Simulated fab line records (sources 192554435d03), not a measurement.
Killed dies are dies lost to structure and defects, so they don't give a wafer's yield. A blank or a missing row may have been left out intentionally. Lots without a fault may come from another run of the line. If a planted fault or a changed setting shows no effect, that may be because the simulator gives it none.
Matching of chambers | flow n5Finfet | N5_FIN_SAQP_HM_DEP_03 on pecvd-01 has 3 sister chambers
The step deposits SiNx from SiH4/NH3/N2, target thk 38 nm, time 33.6 s. 3 wafers are shown with their chamber, then 12 later ones without.

## WAFERS, EACH WITH ITS CHAMBER
wafer  | chamber | throttleValvePct (%)
L092.1 | 2       | 38.4
L092.2 | 0       | 38.3
L092.3 | 1       | 45.1

## WAFERS WITH NO CHAMBER GIVEN
wafer  | throttleValvePct (%)
L094.2 | 38.5
L094.3 | 45.1
L094.4 | 44.8
L096.1 | 45.4
L096.2 | 38.3
L096.3 | 39.0
L096.4 | 38.8
L096.5 | 38.1
L096.6 | 45.3
L097.2 | 38.8
L097.4 | 45.1
L097.6 | 38.6

## WHICH CHAMBER EACH ONE RAN IN
wafer  | from the rows above     | in truth
L094.2 | can't be placed: 2 or 0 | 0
L094.3 | 1                       | 1
L094.4 | 1                       | 1
L096.1 | 1                       | 1
L096.2 | can't be placed: 0 or 2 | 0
L096.3 | can't be placed: 2 or 0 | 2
L096.4 | can't be placed: 2 or 0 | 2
L096.5 | can't be placed: 0 or 2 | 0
L096.6 | 1                       | 1
L097.2 | can't be placed: 2 or 0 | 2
L097.4 | 1                       | 1
L097.6 | can't be placed: 2 or 0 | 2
5 of 12 placed correctly. Can't be placed from these rows: 7 (the true chamber is among the candidates in 7). Placed wrongly: 0.
How it was worked out, from the rows above alone: a wafer's distance from a chamber is the root of the sum, over the readings, of the square of ((its reading less the chamber's mean) divided by the reading's scatter). If the next closest chamber is less than 2 further off than the closest, the wafer can't be placed; otherwise it belongs to the closest. Each chamber's mean is taken over the wafers shown for it. The scatter: root of mean squared gap, hidden wafer to nearest shown wafer, with one shown wafer a chamber.
